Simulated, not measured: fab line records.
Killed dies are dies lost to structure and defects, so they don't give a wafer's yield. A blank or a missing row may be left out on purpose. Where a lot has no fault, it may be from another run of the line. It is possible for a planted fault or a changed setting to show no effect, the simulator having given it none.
Comparing a struck lot with a sound one | flow nand_harc | 14 steps out of a route of 1302
Sound: wafers L608.1, L608.2, L608.4. Struck: wafers L606.4, L606.6 (left out: L606.5, a lot-mate that was not struck); the cause follows at the end.
Per side, at each step with rows, come the tool, then ch with its chambers, and then its first start. Under that, the readings that differ: sound wafers | struck wafers | difference of the means | sigmas: that difference in standard deviations of wafers without a fault.
alike: readings whose means differ by less than 2 such deviations, and words and numbers that are the same on both sides. not compared: withheld readings, readings that some wafer has no value for, bounds like >300 that may hide the same value, and numbers for which the record gives no deviation and whose values overlap.
The two part at a step that has a row with sigmas, a row that says differs or no value, or rows on one side only. Numbers that have no deviation but don't overlap get no sigmas and don't part them. Lack of a reading on every wafer of one side parts them only where that side has two or more wafers.

first, 1 step without rows for these wafers: NHARC_A_STAIRCASE_HARDBAKE_311 (time 140 s).
NHARC_A_STAIRCASE_DESCUM_312: chemistry O2, time 3 s.
  sound on rie_diel-13 ch 0,2,3, day 20 04:53; struck on rie_diel-06 ch 1, day 19 07:31
  alike: drypump_motor_current_A, oes_product_au, rf_vpp_V, showerhead_plenum_p_Torr, throttle_valve_pct
  not compared: rf_hours_counter_h
NHARC_A_STAIRCASE_ETCH_313: etches the open film in CF4/CHF3.
  sound on rie_diel-13 ch 0,1,3, day 20 04:58; struck on rie_diel-06 ch 1,3, day 19 07:37
  alike: cf4_flow_sccm, chf3_flow_sccm, drypump_motor_current_A, oes_product_au, rf_vpp_V, showerhead_plenum_p_Torr, throttle_valve_pct
  not compared: rf_hours_counter_h
then, 2 steps without rows for these wafers: NHARC_A_STAIRCASE_HM_OPEN_463 (chemistry O2/COS); NHARC_A_STAIRCASE_STRIP_464 (strips in O2/COS).
NHARC_A_STAIRCASE_ETCH_453: etches the open film in CF4/O2, target depth 30 nm, overetch 3 nm, time 16.5 s.
  sound: rie_diel-13 ch 0,1,2; struck: rie_diel-06 ch 1
  reading                         | sound             | struck      | difference | sigmas
  rf_vpp_V (V)                    | 199.1 199.5 199.4 | 194.1 196.2 | -4.2       | -3
  showerhead_plenum_p_Torr (Torr) | 1.34 1.41 1.36    | 1.23 1.23   | -0.14      | -2
  alike: cf4_flow_sccm, drypump_motor_current_A, oes_product_au, throttle_valve_pct
  not compared: rf_hours_counter_h
then, 1 step without rows for these wafers: NHARC_A_STAIRCASE_ETCH_315 (etches the open film in C4F8/O2/Ar, target depth 2500 nm, time 607.1 s).
NHARC_A_STAIRCASE_STRIP_316: strips in O2.
  sound: rie_diel-13 ch 0,1,3; struck: rie_diel-06 ch 1,3
  alike: drypump_motor_current_A, oes_product_au, rf_vpp_V, showerhead_plenum_p_Torr, throttle_valve_pct
  not compared: rf_hours_counter_h
then, 3 steps without rows for these wafers: NHARC_A_STAIRCASE_STRIP_317 (strips in SPM, time 900 s); NHARC_A_STAIRCASE_PRECLEAN_318 (cleans in SC1); NHARC_A_STAIRCASE_SRD_329.
NHARC_A_STAIRCASE_ALD_415: deposits SiO2, target thk 30 nm, pulse time 6 s, ald cycles 300.
  sound on ald_hk-01 ch 0,1,2, day 20 06:47; struck on ald_hk-02 ch 0,1, day 19 12:31
  reading    | sound       | struck  | difference | sigmas
  ald_cycles | 300 300 300 | 369 369 | +69        |
  alike: heater_power_w, precursor_pulse_height_rel
NHARC_A_STAIRCASE_ETCHBACK_416: etches the open film in C4F8/O2/Ar, target depth 36 nm, time 7.2 s.
  sound: rie_diel-01 ch 0,2,3; struck: rie_diel-06 ch 3
  alike: oes_product_au, rf_vpp_V
  not compared: rf_hours_counter_h
-- jump in the record: it breaks off in module A_STAIRCASE and resumes in module END (first step shown: number 1302 of the route), and 7 days separate the struck wafers' starts before and after --
NHARC_END_SORT_01:
  at this point the record logs the struck wafers (prober-02 ch 0, day 26 20:35) and has no rows for the sound ones

## WHERE THEY PART
Last at NHARC_END_SORT_01 as far as this record goes, first at NHARC_A_STAIRCASE_ETCH_453.

WHY: the cause the simulator had injected
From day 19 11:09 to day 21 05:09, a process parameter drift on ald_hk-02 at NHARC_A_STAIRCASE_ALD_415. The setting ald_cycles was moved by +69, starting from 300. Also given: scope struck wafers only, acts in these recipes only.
